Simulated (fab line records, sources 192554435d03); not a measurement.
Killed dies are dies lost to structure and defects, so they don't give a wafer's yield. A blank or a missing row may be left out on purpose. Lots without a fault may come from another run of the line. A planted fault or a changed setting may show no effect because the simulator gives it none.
Chamber matching | flow n5_finfet | N5_SDB_CMP_30 on cmp-04: 4 sister chambers
The step polishes, stops on poly-Si, t overpolish 1.54 s, target thk 30 nm. 18 wafers are shown with their chamber, then 9 later ones without.

WAFERS WITH THEIR CHAMBER
wafer  | chamber | motor_current_A (A) | time_to_endpoint_s (s) | overpolish_run_s (s)
L078.1 | 3       | 11.4                | 18.8                   | 1.533
L078.2 | 1       | 10.0                | 18.9                   | 1.554
L078.3 | 0       | 11.6                | 23.6                   | 1.541
L079.1 | 2       | 13.9                | 18.1                   | 1.535
L079.2 | 3       | 11.7                | 18.1                   | 1.540
L079.3 | 0       | 11.3                | 21.3                   | 1.525
L081.1 | 2       | 14.5                | 17.6                   | 1.542
L081.2 | 3       | 11.8                | 17.7                   | 1.547
L081.6 | 0       | 12.0                | 18.3                   | 1.546
L084.1 | 3       | 11.7                | 19.7                   | 1.545
L084.3 | 1       | 10.6                | 20.4                   | 1.533
L084.6 | 2       | 14.8                | 17.0                   | 1.565
L086.2 | 1       | 10.5                | 21.0                   | 1.535
L086.5 | 0       | 11.9                | 21.2                   | 1.558
L086.6 | 1       | 10.3                | 20.3                   | 1.538
L087.3 | 2       | 13.6                | 17.5                   | 1.549
L087.5 | 3       | 11.9                | 18.4                   | 1.522
L087.6 | 2       | 14.6                | 17.9                   | 1.527

SIGNATURES (means of the wafers above)
reading            | chamber 0 | chamber 1 | chamber 2 | chamber 3 | scatter within a chamber
motor_current_A    | 11.700    | 10.350    | 14.280    | 11.700    | 0.346
time_to_endpoint_s | 21.100    | 20.150    | 17.620    | 18.540    | 1.18
overpolish_run_s   | 1.54250   | 1.54000   | 1.54360   | 1.53740   | 0.0122
Rule: a wafer's distance from a chamber is the root of the sum, over the readings, of the square of ((its reading less the chamber's mean) divided by the reading's scatter). The wafer belongs to the nearest chamber; if the next one is less than 2 further off, it can't be placed. The scatter: the root of (the sum of the squares of (reading less its chamber's mean) over the shown wafers, divided by (wafers less chambers)).

WAFERS WITHOUT THEIR CHAMBER
wafer  | motor_current_A (A) | time_to_endpoint_s (s) | overpolish_run_s (s)
L090.1 | 11.6                | 20.1                   | 1.526
L090.3 | 11.8                | 21.9                   | 1.535
L090.5 | 14.4                | 18.0                   | 1.536
L095.2 | 14.3                | 20.7                   | 1.546
L095.3 | 11.4                | 18.0                   | 1.549
L095.5 | 11.3                | 19.5                   | 1.541
L095.1 | 10.4                | 21.2                   | 1.524
L095.4 | 11.3                | 23.2                   | 1.540
L095.6 | 11.6                | 20.0                   | 1.539

WHICH CHAMBER EACH WENT THROUGH
wafer  | from the rows above          | in truth
L090.1 | can't be placed: 0 or 3      | 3
L090.3 | can't be placed: 0 or 3      | 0
L090.5 | 2                            | 2
L095.2 | 2                            | 2
L095.3 | can't be placed: 3 or 0      | 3
L095.5 | can't be placed: 3 or 0 or 1 | 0
L095.1 | 1                            | 1
L095.4 | can't be placed: 0 or 1 or 3 | 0
L095.6 | can't be placed: 0 or 3      | 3
Placed correctly: 3 of 9. Can't be placed from these rows: 6 (the true chamber is among the candidates in 6). Placed wrongly: 0.
